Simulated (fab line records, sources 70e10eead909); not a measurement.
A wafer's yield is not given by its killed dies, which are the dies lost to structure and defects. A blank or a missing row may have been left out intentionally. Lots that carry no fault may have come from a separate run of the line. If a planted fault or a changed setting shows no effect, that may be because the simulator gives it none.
A lot that was struck, set against a sound lot ; flow nand harc ; 40 steps out of a route of 1302
Sound: wafers L983.2, L983.3, L983.6. The struck wafers were L996.1, L996.3, L996.4. The cause comes at the end.
Each step with rows lists, per side, the tool, then ch with its chambers, then its first start. Under that, the readings that differ: sound wafers ; struck wafers ; difference of the means ; sigmas: that difference in standard deviations of wafers without a fault.
alike: same words and numbers on both sides, and readings whose means sit less than 2 such deviations apart. not compared: any withheld reading, any reading some wafer has no value for, any bound like >300 that may hide the same value, and any number with overlapping values for which the record gives no deviation.
A row with sigmas, a row that says differs or no value, or rows on one side alone: a step with any of these is where the two part. Non-overlapping numbers with no deviation appear without sigmas and do not part them. A reading that every wafer of one side lacks parts them only if that side has two wafers or more.

NHARC_A_STAIRCASE_ETCH_221: etches the open film in C4F8/O2, target depth 100 nm, time 40.5 s.
  sound: rie diel-11 ch 0,1,3; struck: rie diel-11 ch 0,1,2
  alike: oes product au, rf fwd power W, rf vpp V
  not compared: rf hours counter h
NHARC_A_STAIRCASE_TRIM_222: chemistry O2, time 211.2 s.
  sound: rie diel-11 ch 1,2,3; struck: rie diel-11 ch 0,1,3
  alike: drypump motor current A, oes product au, rf vpp V, showerhead plenum p Torr, throttle valve pct
  not compared: rf hours counter h
then, 5 steps without rows for these wafers: NHARC_A_STAIRCASE_ETCH_223 (etches the open film in C4F8/O2, target depth 100 nm, time 40.5 s); NHARC_A_STAIRCASE_TRIM_224 (chemistry O2, time 211.2 s); NHARC_A_STAIRCASE_ETCH_225 (etches the open film in C4F8/O2, target depth 100 nm, time 40.5 s); NHARC_A_STAIRCASE_TRIM_226 (chemistry O2, time 211.2 s); NHARC_A_STAIRCASE_ETCH_227 (etches the open film in C4F8/O2, target depth 100 nm, time 40.5 s).
NHARC_A_STAIRCASE_TRIM_229: chemistry O2, time 211.2 s.
  sound on rie diel-09 ch 0,2, day 19 14:40; struck on rie diel-11 ch 1,2,3, day 24 01:41
  alike: drypump motor current A, oes product au, rf vpp V, showerhead plenum p Torr, throttle valve pct
  not compared: rf hours counter h
then, 3 steps without rows for these wafers: NHARC_A_STAIRCASE_ETCH_230 (etches the open film in C4F8/O2, target depth 100 nm, time 40.5 s); NHARC_A_STAIRCASE_TRIM_231 (chemistry O2, time 211.2 s); NHARC_A_STAIRCASE_ETCH_232 (etches the open film in C4F8/O2, target depth 100 nm, time 40.5 s).
NHARC_A_STAIRCASE_TRIM_233: chemistry O2, time 211.2 s.
  sound on rie diel-09 ch 2,3, day 19 15:10; struck on rie diel-11 ch 1,2,3, day 24 02:11
  alike: drypump motor current A, oes product au, rf vpp V, showerhead plenum p Torr, throttle valve pct
  not compared: rf hours counter h
then, 1 step without rows for these wafers: NHARC_A_STAIRCASE_ETCH_234 (etches the open film in C4F8/O2, target depth 100 nm, time 40.5 s).
NHARC_A_STAIRCASE_TRIM_235: chemistry O2, time 211.2 s.
  sound: rie diel-09 ch 1,2,3; struck: rie diel-11 ch 1,2,3
  alike: drypump motor current A, oes product au, rf vpp V, showerhead plenum p Torr, throttle valve pct
  not compared: rf hours counter h
then, 21 steps without rows for these wafers: NHARC_A_STAIRCASE_ETCH_236 (etches the open film in C4F8/O2, target depth 100 nm, time 40.5 s); NHARC_A_STAIRCASE_STRIP_238 (strips in O2); NHARC_A_STAIRCASE_STRIP_239 (strips in SPM, time 900 s); NHARC_A_STAIRCASE_PRECLEAN_240 (cleans in SC1); NHARC_A_STAIRCASE_SRD_241; NHARC_A_STAIRCASE_DEHYDRATE_242 (time 120 s); NHARC_A_STAIRCASE_HMDS_243 (time 30 s); NHARC_A_STAIRCASE_COAT_244; NHARC_A_STAIRCASE_SOFTBAKE_245 (time 170 s); NHARC_A_STAIRCASE_EBR_246; NHARC_A_STAIRCASE_EXPOSE_247 (exposes mask SDS 1); NHARC_A_STAIRCASE_PEB_248 (peb time 130 s); NHARC_A_STAIRCASE_DEVELOP_249 (time 140 s); NHARC_A_STAIRCASE_HARDBAKE_251 (time 140 s); NHARC_A_STAIRCASE_DESCUM_252 (chemistry O2, time 3 s); NHARC_A_STAIRCASE_ETCH_253 (etches the open film in C4F8/O2, target depth 50 nm, time 20.2 s); NHARC_A_STAIRCASE_STRIP_254 (strips in O2); NHARC_A_STAIRCASE_STRIP_255 (strips in SPM, time 900 s); NHARC_A_STAIRCASE_PRECLEAN_256 (cleans in SC1); NHARC_A_STAIRCASE_SRD_257; NHARC_A_STAIRCASE_HM_DEP_456 (deposits aC, target thk 3100 nm).
NHARC_A_STAIRCASE_DEP_259: deposits SiON, target thk 30 nm.
  sound on pecvd-03 ch 1,2, day 19 20:58; struck on pecvd-02 ch 0,1,2, day 24 07:37
  alike: chamber pressure Torr, heater power outer w, heater power w, rf fwd power W
then, 3 steps without rows for these wafers: NHARC_A_STAIRCASE_DEHYDRATE_260 (time 120 s); NHARC_A_STAIRCASE_HMDS_261 (time 30 s); NHARC_A_STAIRCASE_COAT_262.
-- the record jumps here: 9 days lie between the struck wafers' starts before and after (it left off in module A_STAIRCASE and takes up again in module END, whose first step shown is number 1302 of the route) --
NHARC_END_SORT_01:
  here the record holds rows for the struck wafers (prober-02 ch 0, day 32 23:13) but none for the sound ones

## WHERE THEY PART
At NHARC_END_SORT_01 and nowhere else, as far as this record goes.

WHY: the cause the simulator had injected
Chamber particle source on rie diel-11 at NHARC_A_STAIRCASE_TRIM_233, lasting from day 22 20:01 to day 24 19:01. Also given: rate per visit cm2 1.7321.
